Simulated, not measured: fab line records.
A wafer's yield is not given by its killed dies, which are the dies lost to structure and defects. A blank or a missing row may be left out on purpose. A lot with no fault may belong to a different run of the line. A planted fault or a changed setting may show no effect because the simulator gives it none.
fab line records	flow n5Finfet
[record] lots = 7	wafers = 21	lastDay = 19
route steps=1938 shown BEOL_M14@1758 BEOL_M15@1773 PASSIVATION@1936
lots that met no fault: from a run of the same line without faults
startH: hours from the record's first day to the start of the lot's first wafer shown	waitH: hours elapsed since this lot's preceding step	" the same as in the row above	L1.1+2: a single row standing in for several wafers	- no value, or no start was given	* or withheld: withheld	< > ~ a bound
route shown NAME@n: NAME is a module with steps in the file, n the number in the route of the first one	usual: mean/standard deviation taken from wafers without a fault	same: alike in all rows	chamber/n: place in a boat	sites: per-site readings	_std_site: standard deviation of those values	_edge_site: outer sites' mean less inner sites'	radiusMm: for every site, how far away it sits from the centre of the wafer	mask NAME#n: copy n	behind: the last tool/chamber to shape the wafer	hold: why the lot was held/for how many hours/how that ended	device: which transistor (n, p or np) failed to switch	end of line: the tests these same wafers got at the end of their route	for a step that has no rows: nothing shown but its recipe	killed: not the wafer's yield, but the dies lost to structure and defects at the first sort	map: a wafer's dies, marking killed ones x, the rest . and places with no die _
set.NAME: the setting as run; set.NAME@STEP: as run at that earlier step	model.NAME: the simulator's own value behind a step, which no gauge read
lots at selected steps of the route; one table per step, one row per wafer
services: a tool's chamber out of use, with start hour (startH, from the record's first day; less than 0 if before it), hours out, and reason
[[steps]]
[step N5_BEOL_M14_PRECLEAN_39]
[recipe] chemistry = residueRemover	timeS = 60	tempC = 40
[step N5_BEOL_M14_SRD_40]
[recipe] timeS = 30	tempC = 23	rinseLiquid = diw	dry = n2Spin	spinRpm = 1500	dryTimeS = 30
[step N5_BEOL_M14_DEGAS_41]
[recipe] ambient = vacuum	tempC = 300	timeS = 60
[usual] heaterPowerW = 461/40
lot.wafer	tool	chamber	startH	waitH	heaterPowerW
L641.3	pvdSputter-03	-	267.97	0.3	404
L641.4	"	-	"	"	484
L641.5	"	-	"	"	411
L642.1	pvdSputter-03	-	282.11	0.6	412
L642.2	"	-	"	"	430
L642.5	"	-	"	"	429
L646.1	pvdSputter-03	-	295.08	0.4	420
L646.3	"	-	"	"	494
L646.4	"	-	"	"	442
L651.2	pvdSputter-02	-	362.77	0.5	491
L651.3	"	-	"	"	427
L651.6	"	-	"	"	504
L653.2	pvdSputter-03	-	380.75	0.5	497
L653.3	"	-	"	"	418
L653.4	"	-	"	"	442
L656.1	pvdSputter-03	-	398.71	1.9	401
L656.2	"	-	"	"	500
L656.3	"	-	"	"	481
L662.2	pvdSputter-01	-	423.18	0.2	394
L662.3	"	-	"	"	467
L662.4	"	-	"	"	425
[step N5_BEOL_M14_PRE_CLEAN_42]
[recipe] gas = H2/He	timeS = 30	tempC = 300
[step N5_BEOL_M14_SPUTTER_43]
[recipe] material = TaN	targetThkA = 150	tempC = 50	biasV = 168.6	powerW = 15000	chamberPressurePa = 0.12	timeS = 24.19
[usual] throttleValvePct = 30.0/1.1
lot.wafer	tool	chamber	startH	waitH	throttleValvePct
L641.3	pvdSputter-03	-	268.05	0.0	29.0
L641.4	"	-	"	"	29.1
L641.5	"	-	"	"	29.1
L642.1	pvdSputter-03	-	282.19	0.0	29.0
L642.2	"	-	"	"	30.9
L642.5	"	-	"	"	31.1
L646.1	pvdSputter-03	-	295.16	0.0	29.2
L646.3	"	-	"	"	30.3
L646.4	"	-	"	"	31.3
L651.2	pvdSputter-02	-	362.85	0.0	31.7
L651.3	"	-	"	"	29.4
L651.6	"	-	"	"	31.9
L653.2	pvdSputter-03	-	380.83	0.0	30.1
L653.3	"	-	"	"	28.9
L653.4	"	-	"	"	31.1
L656.1	pvdSputter-03	-	398.79	0.0	29.1
L656.2	"	-	"	"	29.1
L656.3	"	-	"	"	30.3
L662.2	pvdSputter-01	-	423.26	0.0	31.6
L662.3	"	-	"	"	33.1
L662.4	"	-	"	"	29.7
[step N5_BEOL_M14_SPUTTER_44]
[recipe] material = Ta	targetThkA = 150	tempC = 50	biasV = 80	powerW = 15000	chamberPressurePa = 0.07	timeS = 24.19
[step N5_BEOL_M14_SPUTTER_45]
[recipe] material = Cu	targetThkA = 1000	tempC = -20	biasV = 60	powerW = 26000	chamberPressurePa = 0.13	timeS = 16.67
[step N5_BEOL_M14_ECD_47]
[recipe] material = Cu	targetThkA = 12480
[step N5_BEOL_M14_ANNEAL_48]
[recipe] tempC = 225	timeS = 90	ambient = N2
[usual] annealTempC = 225.01/0.16	wafer_temp_C_max = 226.15/0.29
lot.wafer	tool	chamber	startH	waitH	annealTempC	wafer_temp_C_max
L641.3	rtpAnneal-01	0	268.74	0.3	225.35	226.17
L641.4	"	0	"	"	225.07	225.75
L641.5	"	0	"	"	225.22	226.13
L642.1	rtpAnneal-02	0	282.66	0.1	225.04	226.46
L642.2	"	0	"	"	224.86	226.21
L642.5	"	0	"	"	224.80	227.10
L646.1	rtpAnneal-02	0	295.70	0.2	225.10	225.61
L646.3	"	0	"	"	225.32	226.03
L646.4	"	0	"	"	224.99	226.36
L651.2	rtpAnneal-01	0	363.36	0.2	225.14	226.12
L651.3	"	0	"	"	224.99	226.14
L651.6	"	0	"	"	224.97	226.33
L653.2	rtpAnneal-01	0	381.34	0.2	225.22	225.97
L653.3	"	0	"	"	225.09	226.00
L653.4	"	0	"	"	225.05	226.07
L656.1	rtpAnneal-01	0	399.64	0.5	225.33	226.42
L656.2	"	0	"	"	225.11	226.22
L656.3	"	0	"	"	224.86	226.14
L662.2	rtpAnneal-02	0	423.90	0.3	225.02	225.88
L662.3	"	0	"	"	224.87	226.08
L662.4	"	0	"	"	224.98	226.17
[step N5_BEOL_M14_CMP_49]
[recipe] stopOn = SiO2	tOverpolishS = 5.2	downForcePsi = 2	platenRpm = 80	clearingPlatenDownForcePsi = 2	clearingPlatenRpm = 80	postCmpClean = cuAlkaline	targetThkNm = 560	clearingPlatenPadVelocityMS = 1.5917	padVelocityMS = 1.5917
[usual] barrierFieldEndpointS = 11.4/0.32	headPressurePsi = 2.000/0.0043	motorCurrentA = 7.8/0.48	overpolishRunS = 5.199/0.0092	timeToEndpointS = 122/5.1
lot.wafer	tool	chamber	startH	waitH	barrierFieldEndpointS	headPressurePsi	motorCurrentA	overpolishRunS	timeToEndpointS
L641.4	cmp-02	3	268.94	0.1	11.2	1.995	7.4	5.193	117
L641.3	"	2	"	"	11.2	1.999	7.5	5.208	118
L641.5	"	3	"	"	11.1	1.998	7.7	5.182	116
L642.1	cmp-02	3	282.96	0.3	11.1	1.998	7.6	5.218	118
L642.2	"	2	"	"	11.2	2.001	7.8	5.199	119
L642.5	"	0	"	"	11.3	1.995	7.7	5.196	125
L646.1	cmp-02	2	296.00	0.3	11.1	2.005	7.4	5.218	111
L646.4	"	3	"	"	11.1	1.999	7.4	5.203	111
L646.3	"	0	"	"	11.4	2.003	7.4	5.196	118
L651.2	cmp-01	2	363.62	0.2	11.7	2.002	8.7	5.195	127
L651.3	"	1	"	"	11.6	1.999	8.3	5.210	126
L651.6	"	2	"	"	11.8	1.994	8.6	5.194	127
L653.2	cmp-02	2	381.59	0.2	11.4	1.994	8.1	5.201	120
L653.3	"	0	"	"	11.7	1.997	8.0	5.195	125
L653.4	"	1	"	"	11.6	1.991	7.9	5.192	123
L656.3	cmp-01	0	399.96	0.2	11.3	2.003	7.8	5.201	119
L656.1	"	1	"	"	11.4	2.006	7.6	5.194	120
L656.2	"	3	"	"	11.1	1.996	7.4	5.190	115
L662.4	cmp-02	2	424.34	0.3	11.4	1.995	7.6	5.193	127
L662.3	"	3	"	"	11.2	1.998	7.6	5.217	122
L662.2	"	1	"	"	11.3	2.003	7.6	5.197	127
[step N5_BEOL_M14_THK_MEAS_50]
[recipe] thkMeasGauge = xrf	reads = Cu_of_BEOL_M14_ECD_47
[usual] M14_THK = 584/16
lot.wafer	tool	chamber	startH	waitH	M14_THK[nm]
L641.3	filmMetro-01	-	269.24	-	586
L641.4	"	-	"	"	584
L641.5	"	-	"	"	582
L642.1	filmMetro-01	-	283.25	-	605
L642.2	"	-	"	"	588
L642.5	"	-	"	"	557
L646.1	filmMetro-01	-	296.30	-	602
L646.3	"	-	"	"	561
L646.4	"	-	"	"	592
L651.2	filmMetro-02	-	363.91	-	590
L651.3	"	-	"	"	588
L651.6	"	-	"	"	581
L653.2	filmMetro-02	-	381.89	-	601
L653.3	"	-	"	"	567
L653.4	"	-	"	"	567
L656.1	filmMetro-02	-	400.25	-	566
L656.2	"	-	"	"	556
L656.3	"	-	"	"	603
L662.2	filmMetro-01	-	424.64	-	581
L662.3	"	-	"	"	600
L662.4	"	-	"	"	587
[step N5_BEOL_M14_PRE_CLEAN_52]
[recipe] gas = NH3	timeS = 15	tempC = withheld	rfPowerW = 300
[step N5_BEOL_M14_DEP_53]
[recipe] material = SiCN	targetThkA = 500	tempC = withheld	precursor = 3MS/NH3	pressureTorr = 3	rfW = 675	timeS = 17.8
[usual] showerheadPlenumPTorr = 4.146/0.028	throttleValvePct = 17.7/0.43
lot.wafer	tool	chamber	startH	waitH	showerheadPlenumPTorr	throttleValvePct
L641.3	pecvd-02	1	269.30	0.0	4.151	17.6
L641.4	"	2	"	"	4.173	17.5
L641.5	"	0	"	"	4.154	18.1
L642.1	pecvd-03	2	283.33	0.0	4.111	17.5
L642.2	"	0	"	"	4.145	17.5
L642.5	"	0	"	"	4.125	17.6
L646.1	pecvd-03	2	296.36	0.0	4.094	17.4
L646.3	"	0	"	"	4.148	17.7
L646.4	"	1	"	"	4.163	17.5
L651.2	pecvd-03	1	363.97	0.0	4.166	18.0
L651.3	"	2	"	"	4.104	17.9
L651.6	"	2	"	"	4.096	17.8
L653.2	pecvd-03	0	381.95	0.0	4.131	17.2
L653.3	"	1	"	"	4.150	17.7
L653.4	"	2	"	"	4.096	17.8
L656.1	pecvd-03	1	400.31	0.0	4.160	18.0
L656.2	"	2	"	"	4.099	17.8
L656.3	"	0	"	"	4.129	17.7
L662.2	pecvd-02	1	424.70	0.0	4.150	16.3
L662.3	"	2	"	"	4.180	17.8
L662.4	"	1	"	"	4.143	16.5
[step N5_BEOL_M14_RS_MEAS_54]
[recipe] thkMeasGauge = four-point-probe	reads = Cu_of_BEOL_M14_ECD_47+Ta_of_BEOL_M14_SPUTTER_44+TaN_of_BEOL_M14_SPUTTER_43
[usual] M14_RS = 0.0330/0.00089
lot.wafer	tool	chamber	startH	waitH	M14_RS[ohm/sq]
L641.3	filmMetro-02	-	269.37	0.1	0.0326
L641.4	"	-	"	"	0.0327
L641.5	"	-	"	"	0.0326
L642.1	filmMetro-02	-	283.41	0.1	0.0317
L642.2	"	-	"	"	0.0329
L642.5	"	-	"	"	0.0344
L646.1	filmMetro-01	-	296.43	0.0	0.0322
L646.3	"	-	"	"	0.0347
L646.4	"	-	"	"	0.0330
L651.2	filmMetro-02	-	364.04	0.1	0.0328
L651.3	"	-	"	"	0.0327
L651.6	"	-	"	"	0.0332
L653.2	filmMetro-01	-	382.02	0.1	0.0320
L653.3	"	-	"	"	0.0341
L653.4	"	-	"	"	0.0341
L656.1	filmMetro-02	-	400.38	0.0	0.0342
L656.2	"	-	"	"	0.0347
L656.3	"	-	"	"	0.0322
L662.2	filmMetro-01	-	424.77	0.1	0.0334
L662.3	"	-	"	"	0.0325
L662.4	"	-	"	"	0.0331
[step N5_BEOL_M14_INSPECT_55]
[recipe] inspectInstrument = darkfield	mode = postDep
[usual] rawDefectCount = 71/25
lot.wafer	tool	chamber	startH	waitH	rawDefectCount
L641.3	defectInspect-01	-	269.39	0.0	90
L641.4	"	-	"	"	45
L641.5	"	-	"	"	83
L642.1	defectInspect-02	-	283.43	0.0	74
L642.2	"	-	"	"	63
L642.5	"	-	"	"	80
L646.1	defectInspect-01	-	296.45	0.0	45
L646.3	"	-	"	"	66
L646.4	"	-	"	"	42
L651.2	defectInspect-02	-	364.07	0.0	542
L651.3	"	-	"	"	529
L651.6	"	-	"	"	501
L653.2	defectInspect-01	-	382.04	0.0	506
L653.3	"	-	"	"	570
L653.4	"	-	"	"	630
L656.1	defectInspect-01	-	400.40	0.0	524
L656.2	"	-	"	"	514
L656.3	"	-	"	"	531
L662.2	defectInspect-02	-	424.79	0.0	61
L662.3	"	-	"	"	48
L662.4	"	-	"	"	36
[step N5_BEOL_M15_ILD_DEP_00]
[recipe] material = SiO2	targetThkA = 16293	tempC = 400	precursor = TEOS/O2	pressureTorr = 6.5	rfW = 900	teosFlowSccm = 161.4	gas = O2	flowSccm = 2650	timeS = 346.1
[usual] heaterPowerW = 518/99	showerheadPlenumPTorr = 8.34/0.05	throttleValvePct = 18.4/0.78
lot.wafer	tool	chamber	startH	waitH	heaterPowerW	showerheadPlenumPTorr	throttleValvePct
L641.3	pecvd-03	1	269.43	0.0	714	8.36	18.2
L641.4	"	1	"	"	597	8.35	18.4
L641.5	"	0	"	"	389	8.34	18.2
L642.1	pecvd-04	2	283.47	0.0	559	8.38	18.0
L642.2	"	0	"	"	404	8.39	19.5
L642.5	"	1	"	"	508	8.33	19.0
L646.1	pecvd-04	1	296.49	0.0	457	8.31	18.8
L646.3	"	0	"	"	420	8.42	19.4
L646.4	"	1	"	"	518	8.34	19.1
L651.2	pecvd-04	0	364.10	0.0	393	8.39	19.8
L651.3	"	2	"	"	560	8.38	18.0
L651.6	"	0	"	"	425	8.42	19.7
L653.2	pecvd-04	0	382.08	0.0	379	8.40	19.7
L653.3	"	1	"	"	495	8.32	19.0
L653.4	"	1	"	"	389	8.35	19.2
L656.1	pecvd-03	1	400.44	0.0	709	8.34	18.3
L656.2	"	2	"	"	588	8.23	18.4
L656.3	"	0	"	"	482	8.33	18.2
L662.2	pecvd-01	0	424.83	0.0	690	8.38	16.9
L662.3	"	1	"	"	481	8.32	18.9
L662.4	"	1	"	"	548	8.33	18.9
[step N5_PASSIVATION_PROBE_49]
[usual] defectLimitedYield = 91.0/1.5	killed_at_M0_to_M3 = 35/11	killed_at_M4_up = 13/5	killedAtContacts = 12/5.9	killedAtFrontEnd = 42/13	killedAtOther = 3/3.2	killedDies = 106/18	killedOpen = 69/13	killedShort = 35/8.9	sort_bin_5_function = 5.2/0.95	sort_bin_6_memory = 3.3/0.71	sort_bin_8_speed = 0.00/0.016	sortNPass = 1074/18	sortYieldPct = 91.0/1.5
[same] grossDies = 1180	killedAtBackSide = 0	sort_bin_4_leakage[%] = 0
lot.wafer	tool	chamber	startH	waitH	defectLimitedYield[%]	killed_at_M0_to_M3	killed_at_M4_up	killedAtContacts	killedAtFrontEnd	killedAtOther	killedDies	killedOpen	killedShort	sort_bin_5_function[%]	sort_bin_6_memory[%]	sort_bin_8_speed[%]	sortNPass	sortYieldPct[%]
L641.3	prober-01	-	291.35	0.1	92.1	23	27	6	28	9	93	60	33	4.7	3.0	0	1087	92.1
L641.4	prober-01	-	291.40	0.2	87.9	40	18	9	67	9	143	89	49	6.7	4.4	0	1037	87.9
L641.5	prober-01	-	291.45	0.2	88.2	25	19	13	78	4	139	87	51	6.5	4.6	0	1041	88.2
L642.1	prober-02	-	307.79	0.0	90.8	38	17	13	38	3	109	72	36	5.8	3.1	0	1071	90.8
L642.2	prober-02	-	307.84	0.1	89.0	46	25	13	46	0	130	89	39	6.5	4.2	0	1050	89.0
L642.5	prober-02	-	307.99	0.2	88.5	40	24	32	37	3	136	97	34	7.1	4.1	0	1044	88.5
L651.2	prober-02	-	390.65	0.1	81.4	37	126	3	52	1	219	74	31	12.1	4.2	0	961	81.4
L651.3	prober-02	-	390.70	0.1	85.8	37	51	5	73	1	167	92	32	8.6	4.1	0	1013	85.8
L651.6	prober-02	-	390.85	0.3	85.5	36	56	15	63	1	171	93	33	8.7	4.8	0.17	1007	85.3
L653.2	prober-01	-	409.06	0.1	84.9	30	95	8	44	1	178	56	28	8.8	3.9	0	1002	84.9
L653.3	prober-01	-	409.11	0.1	81.6	24	122	15	56	0	217	76	26	11.7	4.7	0	963	81.6
L653.4	prober-01	-	409.16	0.2	87.0	31	60	14	46	2	153	71	32	7.6	4.3	0	1027	87.0
L656.1	prober-02	-	420.42	0.0	82.8	35	115	10	40	3	203	60	31	11.4	4.1	0	977	82.8
L656.2	prober-02	-	420.47	0.1	88.4	53	50	1	31	2	137	53	37	6.6	3.3	0	1043	88.4
L656.3	prober-02	-	420.52	0.1	84.7	40	98	11	31	1	181	64	33	9.6	3.6	0	999	84.7
// killed by level:class
L641.3 FIN_SAQP:geometricParticle:short=9 BEOL_M4:geometricParticle:open=9 BEOL_M0_SAQP:geometricParticle:short=8 BEOL_M5:geometricParticle:open=7 BEOL_M2:geometricParticle:open=6 BEOL_M5:geometricParticle:short=6 FIN_SAQP:geometricParticle:open=5 MIM_TOP_ETCH:geometricParticle:open=5
L641.4 FIN_SAQP:geometricParticle:open=24 FIN_SAQP:geometricParticle:short=18 MOL_CONTACT_COAG:geometricParticle:open=9 BEOL_M4:geometricParticle:open=9 BEOL_M0_SAQP:geometricParticle:open=8 BEOL_M3:geometricParticle:open=8 DUMMY_GATE:geometricParticle:open=7 BEOL_M0_SAQP:geometricParticle:short=6
L641.5 FIN_SAQP:geometricParticle:open=28 FIN_SAQP:geometricParticle:short=17 STI_FIN_REVEAL:geometricParticle:open=11 MOL_CONTACT_COAG:geometricParticle:open=11 BEOL_M0_SAQP:geometricParticle:open=11 BEOL_M0_SAQP:geometricParticle:short=8 BEOL_M5:geometricParticle:open=7 DUMMY_GATE:geometricParticle:open=5
L642.1 FIN_SAQP:geometricParticle:open=12 MOL_CONTACT_COAG:geometricParticle:open=8 BEOL_M1:geometricParticle:open=7 BEOL_M2:geometricParticle:open=7 BEOL_M5:geometricParticle:open=6 DUMMY_GATE:geometricParticle:open=5 MOL_CONTACT_COAG:geometricParticle:short=5 BEOL_M0_SAQP:geometricParticle:short=5
L642.2 FIN_SAQP:geometricParticle:open=16 BEOL_M4:geometricParticle:open=12 BEOL_M0_SAQP:geometricParticle:short=10 BEOL_M1:geometricParticle:open=10 BEOL_M2:geometricParticle:open=10 MOL_CONTACT_COAG:geometricParticle:open=9 FIN_SAQP:geometricParticle:short=8 BEOL_M5:geometricParticle:open=6
L642.5 MOL_CONTACT_COAG:geometricParticle:open=26 FIN_SAQP:geometricParticle:open=12 BEOL_M2:geometricParticle:open=10 BEOL_M0_SAQP:geometricParticle:open=7 MOL_CONTACT_COAG:geometricParticle:short=6 BEOL_M0:geometricParticle:open=6 BEOL_M5:geometricParticle:open=6 DUMMY_GATE:geometricParticle:open=5
L651.2 BEOL_M14:unspecified=108 STI_FIN_REVEAL:geometricParticle:open=13 BEOL_M4:geometricParticle:open=11 BEOL_M1:geometricParticle:open=10 BEOL_M2:geometricParticle:open=10 DUMMY_GATE:geometricParticle:open=8 FIN_SAQP:geometricParticle:short=7 GATE_CUT:geometricParticle:short=6
L651.3 BEOL_M14:unspecified=42 STI_FIN_REVEAL:geometricParticle:open=25 BEOL_M2:geometricParticle:open=12 FIN_SAQP:geometricParticle:short=11 BEOL_M0_SAQP:geometricParticle:open=9 DUMMY_GATE:geometricParticle:open=8 GATE_CUT:geometricParticle:short=7 BEOL_M3:geometricParticle:open=6
L651.6 BEOL_M14:unspecified=45 STI_FIN_REVEAL:geometricParticle:open=30 MOL_CONTACT_COAG:geometricParticle:open=10 BEOL_M1:geometricParticle:open=10 DUMMY_GATE:geometricParticle:open=9 BEOL_M2:geometricParticle:open=8 BEOL_M3:geometricParticle:open=8 FIN_SAQP:geometricParticle:short=7
L653.2 BEOL_M14:unspecified=88 STI_FIN_REVEAL:geometricParticle:open=7 FIN_SAQP:geometricParticle:open=6 FIN_SAQP:geometricParticle:short=6 BEOL_M3:geometricParticle:open=6 MOL_CONTACT_COAG:geometricParticle:open=6 BEOL_M0_SAQP:geometricParticle:open=5 BEOL_M0:geometricParticle:open=5
L653.3 BEOL_M14:unspecified=114 FIN_SAQP:geometricParticle:open=17 MOL_CONTACT_COAG:geometricParticle:open=13 FIN_SAQP:geometricParticle:short=9 STI_FIN_REVEAL:geometricParticle:open=6 BEOL_M2:geometricParticle:open=6 DUMMY_GATE:geometricParticle:open=5 BEOL_M0_SAQP:geometricParticle:open=5
L653.4 BEOL_M14:unspecified=43 FIN_SAQP:geometricParticle:open=23 MOL_CONTACT_COAG:geometricParticle:open=10 FIN_SAQP:geometricParticle:short=8 BEOL_M4:geometricParticle:open=8 BEOL_M2:geometricParticle:open=7 BEOL_M0:geometricParticle:open=5 BEOL_M2:geometricParticle:short=5
L656.1 BEOL_M14:unspecified=111 FIN_SAQP:geometricParticle:open=10 BEOL_M3:geometricParticle:open=9 MOL_CONTACT_COAG:geometricParticle:open=8 BEOL_M1:geometricParticle:open=8 BEOL_M0_SAQP:geometricParticle:open=7 FIN_SAQP:geometricParticle:short=6 DUMMY_GATE:geometricParticle:open=6
L656.2 BEOL_M14:unspecified=45 BEOL_M0_SAQP:geometricParticle:short=19 BEOL_M3:geometricParticle:open=13 BEOL_M0_SAQP:geometricParticle:open=11 FIN_SAQP:geometricParticle:open=7 FIN_SAQP:geometricParticle:short=6 STI_FIN_REVEAL:geometricParticle:open=5 BEOL_M1:geometricParticle:open=4
L656.3 BEOL_M14:unspecified=83 BEOL_M0_SAQP:geometricParticle:short=11 FIN_SAQP:geometricParticle:open=7 BEOL_M3:geometricParticle:open=7 MOL_CONTACT_COAG:geometricParticle:open=7 BEOL_M0_SAQP:geometricParticle:open=7 GATE_CUT:geometricParticle:open=6 BEOL_M1:geometricParticle:open=6
// map L651.2 (x killed, . not)
_________________............________________
______________.................._____________
___________....x.x...x........x....__________
__________.........................._________
________.....x...x.......x............_______
_______x........x..............x.....x.______
______.x....................xx.........x_____
_____.x........................x...x.....____
____.........................x...x.......x___
___....x.........x......x.......x.x.x......__
___................x......x....x.......x...__
__..x...........x....x.....x...........xx..._
__x..........x............xx.x.x............_
_...x......x...............x..x...........x..
_.....x..x...x.................x....x..x...x.
_...............x...xx.xx..x..x...x...x......
_................x.xxxxxx....................
_................xxxxxx.xx.............x.....
_..............xx.xxxx..xxx.x..x...x..x.....x
_x..........xx..xxxxxxxxxxx.x..............x.
_........x.....xxxxxxxxxxxx.x.......x.......x
__....x.......xxxxxxxxxxxxxx..x..........x.._
__..........x..xxxxxxxxxxxxxx.....x........._
___...........x..xxxxxxxxxx................__
___...x.........xxxxxxxxxx.x...............__
____.............x.xxxx......x......x.....___
_____......x.....xxxx.xx..............x..____
______....x...........x..x.x............_____
_______.x...........x................x.______
________..x.x..x..............x......._______
__________.........x...x.x.........._________
___________....xx.......x...x....x.__________
______________....x.......xx...._____________
_________________............________________
// map L653.3 (x killed, . not)
_________________............________________
______________..x.x............._____________
___________x..x.....x..............__________
__________xx....x.......x.x......x.._________
________.x...........x...x............_______
_______x.x........x..x.................______
______...xxx...x.....x...............x.._____
_____..........x.xx...x..................____
____....x......x.......x..................___
___.....................x..................__
___x...............x.......................__
__......x....x..........x..................._
__........................x........x...x...._
_.x.....x...x.....x.......x......x...........
_......x.x...............x.......x...........
_.............xx.....x..............x.......x
_.....x.............xxx.x.x..........x.....x.
_x...x...x....xx..xxxxxxxxx..................
_..x.....x......xxxxxxxxxx..x................
_.............xxxxxxxxxxxx.x.x..........x....
_............x.xxxxxxxxxxxxx.................
__...x.....x...xxxxxxxxxxxxxx.........x...x._
__............xxxxxxxxxx.xxxx..............._
___.......x.x.xxxxxxxxxxxxxx.x.....x.......__
___.........x.x.xxxxxxxxxxx................__
____........x.....xxxxxxxx.x.............x___
_____....xx.....x...x...........x........____
______........x..x.....................x_____
_______.......................x.....x..______
________.....x.................x......_______
__________.....x..x................._________
___________..x...xx..........x.....__________
______________..x.....x......x.._____________
_________________...x...xx...________________
[[services]]
tool	chamber	startH	hours	kind
pecvd-04	0	245.24	6.4	repair
cmp-01	-	246.51	4.5	repair
pvdSputter-01	-	264.67	2.1	repair
pecvd-03	1	278.44	12.3	repair
pecvd-02	-	299.94	5.5	pm
pecvd-03	0	300.65	12.7	repair
pecvd-01	0	310.77	1.8	repair
pecvd-04	1	321.81	5.6	repair
pecvd-02	-	323.14	0.7	repair
pecvd-01	-	326.53	0.5	repair
pecvd-01	-	330.65	0.3	repair
pecvd-01	-	332.47	1.4	repair
cmp-01	-	334.09	4.0	pm
cmp-01	-	338.09	-	consumableReplace:conditioner
cmp-01	-	338.09	-	consumableReplace:pad
pecvd-03	0	338.57	5.5	scheduledDown
cmp-02	-	371.86	1.0	repair
pecvd-03	0	383.19	5.0	scheduledDown
pecvd-02	1	383.62	-	clean
pecvd-03	1	392.58	5.5	scheduledDown
pecvd-04	-	398.81	2.8	pm
cmp-01	-	412.50	1.8	repair
cmp-02	-	421.64	0.5	repair
cmp-01	-	423.86	6.1	pm
[[key]]
[firstSign] step = N5_BEOL_M14_INSPECT_55	reading = rawDefectCount	direction = up	sigmas = 19	usual = 71	struck = 539
[effect] step = N5_PASSIVATION_PROBE_49	reading = killed_at_M4_up	direction = up	sigmas = 15	usual = 13	struck = 86
[moreKillsBornAt] N5_BEOL_M14_DEP_53@pecvd-03 = 679
metAt N5_BEOL_M14_DEP_53
struckWafers L651.2,L651.3,L651.6,L653.2,L653.3,L653.4,L656.1,L656.2,L656.3
onsetBetween 296.36 363.97
alsoFits N5_BEOL_M14_ANNEAL_48:rtpAnneal-01
[fault] kind = chamberParticleSource	tool = pecvd-03	chamber = -	onsetH = 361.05	steps = N5_BEOL_M14_DEP_53	ratePerVisitCm2 = 0.68454	endH = 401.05
